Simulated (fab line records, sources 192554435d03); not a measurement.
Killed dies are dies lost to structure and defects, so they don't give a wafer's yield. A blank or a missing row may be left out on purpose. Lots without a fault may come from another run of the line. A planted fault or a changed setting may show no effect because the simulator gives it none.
Chamber matching | flow n5_finfet | N5_BEOL_M1_ETCH_74 on rie_diel-06: 4 sister chambers
The step etches underlayer in N2/H2, target depth 6.5 nm, time 5.2 s. 16 wafers are shown with their chamber, then 8 later ones without.

WAFERS WITH THEIR CHAMBER
wafer  | chamber | drypump_motor_current_A (A) | etch_rf_on_time_s (s) | throttle_valve_pct (%)
L075.3 | 0       | 5.57                        | 5.36                  | 17.64
L075.4 | 2       | 5.38                        | 4.93                  | 18.36
L075.6 | 0       | 5.56                        | 5.31                  | 17.66
L077.3 | 2       | 5.35                        | 4.93                  | 18.34
L077.4 | 0       | 5.56                        | 5.23                  | 17.66
L077.5 | 3       | 5.87                        | 4.86                  | 17.66
L084.4 | 1       | 5.66                        | 5.20                  | 17.99
L084.5 | 3       | 5.89                        | 4.99                  | 17.68
L084.6 | 0       | 5.57                        | 5.31                  | 17.66
L087.3 | 0       | 5.57                        | 5.27                  | 17.69
L087.4 | 3       | 5.86                        | 4.98                  | 17.70
L087.6 | 1       | 5.65                        | 5.20                  | 18.00
L088.1 | 1       | 5.65                        | 5.19                  | 17.99
L088.3 | 2       | 5.34                        | 5.04                  | 17.88
L088.4 | 0       | 5.56                        | 5.33                  | 17.67
L091.4 | 1       | 5.62                        | 5.19                  | 18.02

SIGNATURES (means of the wafers above)
reading                 | chamber 0 | chamber 1 | chamber 2 | chamber 3 | scatter within a chamber
drypump_motor_current_A | 5.5650    | 5.6450    | 5.3567    | 5.8733    | 0.0141
etch_rf_on_time_s       | 5.3017    | 5.1950    | 4.9667    | 4.9433    | 0.0493
throttle_valve_pct      | 17.6633   | 18.0000   | 18.1933   | 17.6800   | 0.112
Rule: a wafer's distance from a chamber is the root of the sum, over the readings, of the square of ((its reading less the chamber's mean) divided by the reading's scatter). The wafer belongs to the nearest chamber; if the next one is less than 2 further off, it can't be placed. The scatter: the root of (the sum of the squares of (reading less its chamber's mean) over the shown wafers, divided by (wafers less chambers)).

WAFERS WITHOUT THEIR CHAMBER
wafer  | drypump_motor_current_A (A) | etch_rf_on_time_s (s) | throttle_valve_pct (%)
L091.5 | 5.33                        | 4.98                  | 17.85
L091.6 | 5.89                        | 4.91                  | 17.69
L092.1 | 5.56                        | 5.37                  | 17.70
L092.3 | 5.33                        | 4.99                  | 17.88
L092.4 | 5.87                        | 4.96                  | 17.70
L094.1 | 5.57                        | 5.30                  | 17.69
L094.3 | 5.64                        | 5.17                  | 18.03
L094.5 | 5.57                        | 5.37                  | 17.71

WHICH CHAMBER EACH WENT THROUGH
wafer  | from the rows above | in truth
L091.5 | 2                   | 2
L091.6 | 3                   | 3
L092.1 | 0                   | 0
L092.3 | 2                   | 2
L092.4 | 3                   | 3
L094.1 | 0                   | 0
L094.3 | 1                   | 1
L094.5 | 0                   | 0
Placed correctly: 8 of 8. Can't be placed from these rows: 0. Placed wrongly: 0.
